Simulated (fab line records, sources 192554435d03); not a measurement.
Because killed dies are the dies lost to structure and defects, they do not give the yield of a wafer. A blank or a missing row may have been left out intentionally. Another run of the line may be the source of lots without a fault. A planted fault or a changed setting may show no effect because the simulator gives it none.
Split-lot experiment + flow n5Finfet + 21 wafers read across 7 lots, on a route 1938 steps long

## ABOUT THE SPLIT
At N5_BEOL_M0_SAQP_COAT_34 (resist thk 30 nm), the setting spinRpm was moved away from the recipe's 1500 rpm on 8 of the 21 wafers read, by -9.5% to +10.4%. For the rest of the wafers, this setting stayed at what the recipe calls for.

Reading taken at the split's own step.

## THE READING
CAR-EUV_of_BEOL_M0_SAQP_COAT_34.thkNm (the simulator's own value, which no gauge read), in nm, at N5_BEOL_M0_SAQP_COAT_34 (resist thk 30 nm). No usual value for it is given in the file. Average 30.0 nm, standard deviation 0.072 nm, over the 13 wafers here run with the recipe.

| wafer  | tool, chamber at the split | spinRpm as run, rpm | against the recipe | CAR-EUV_of_BEOL_M0_SAQP_COAT_34.thkNm, nm | against lot-mates on the recipe |
|--------|----------------------------|---------------------|--------------------|-------------------------------------------|---------------------------------|
| L085.2 | lithoTrack-02, 0           | 1656                | +10.4%             | 28.6                                      | -1.4                            |
| L085.4 | lithoTrack-02, 0           | 1500                | recipe             | 30                                        | -                               |
| L085.6 | lithoTrack-02, 0           | 1500                | recipe             | 30                                        | -                               |
| L090.2 | lithoTrack-02, 0           | 1500                | recipe             | 30                                        | -                               |
| L090.3 | lithoTrack-02, 0           | 1500                | recipe             | 30                                        | -                               |
| L090.5 | lithoTrack-02, 0           | 1358                | -9.5%              | 31.6                                      | +1.6                            |
| L091.1 | lithoTrack-02, 0           | 1550                | +3.3%              | 29.6                                      | -0.6                            |
| L091.6 | lithoTrack-02, 0           | 1550                | +3.3%              | 29.6                                      | -0.6                            |
| L091.3 | lithoTrack-02, 0           | 1500                | recipe             | 30.2                                      | -                               |
| L092.1 | lithoTrack-02, 0           | 1604                | +6.9%              | 29.2                                      | -1.0                            |
| L092.6 | lithoTrack-02, 0           | 1604                | +6.9%              | 29.2                                      | -1.0                            |
| L092.5 | lithoTrack-02, 0           | 1500                | recipe             | 30.2                                      | -                               |
| L094.2 | lithoTrack-05, 0           | 1613                | +7.5%              | 29                                        | -1.0                            |
| L094.3 | lithoTrack-05, 0           | 1613                | +7.5%              | 29.2                                      | -0.8                            |
| L094.5 | lithoTrack-05, 0           | 1500                | recipe             | 30                                        | -                               |
| L095.1 | lithoTrack-02, 0           | 1500                | recipe             | 30                                        | -                               |
| L095.2 | lithoTrack-02, 0           | 1500                | recipe             | 30                                        | -                               |
| L095.5 | lithoTrack-02, 0           | 1500                | recipe             | 30                                        | -                               |
| L096.2 | lithoTrack-05, 0           | 1500                | recipe             | 30                                        | -                               |
| L096.5 | lithoTrack-05, 0           | 1500                | recipe             | 30                                        | -                               |
| L096.6 | lithoTrack-05, 0           | 1500                | recipe             | 30                                        | -                               |

THE FIT
A straight line over all 21 wafers: CAR-EUV_of_BEOL_M0_SAQP_COAT_34.thkNm changes by -0.139 nm for each +1% of spinRpm; r = -0.99; the points scatter about the line by 0.098 nm.
The same after taking each lot's own level away (the mean of its wafers on the recipe; 21 wafers): -0.144 nm for each +1%; r = -0.99; scatter 0.095 nm.
That fit puts the effect of the largest move of spinRpm on the reading at 1.5 nm.
Measured against the standard deviation above, the lots' own levels, which go from 30.00 to 30.20 nm, span 2.8 times it.
So the lot-to-lot level changes the slope little: the two slopes agree.
Check: with one of the wafers moved furthest among these (+10.4%) left out of the fit, the line predicts -1.5 nm for it against its lot-mates. It came out at -1.4 nm against them.

## ADDITIONAL SPLITS CARRIED BY THESE WAFERS
Before the reading, these wafers also passed through other splits. Each is held against what the fit with the lots' levels taken away leaves over:
| other split on the same wafers     | wafers away from the commonest value | r with CAR-EUV_of_BEOL_M0_SAQP_COAT_34.thkNm (lot level and that fit taken away) |
|------------------------------------|--------------------------------------|----------------------------------------------------------------------------------|
| N5_HKMG_FIN_COAT_43 spinRpm        | 9                                    | -0.23                                                                            |
| N5_MOL_CONTACT_COAG_PECVD_31 tempC | 7                                    | +0.31                                                                            |
| N5_BEOL_M0_SAQP_PECVD_04 timeS     | 7                                    | -0.05                                                                            |

## THE FILE'S OWN FIT
CAR-EUV_of_BEOL_M0_SAQP_COAT_34.thkNm changes by -0.145 nm for each +1% of spinRpm, r = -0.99.
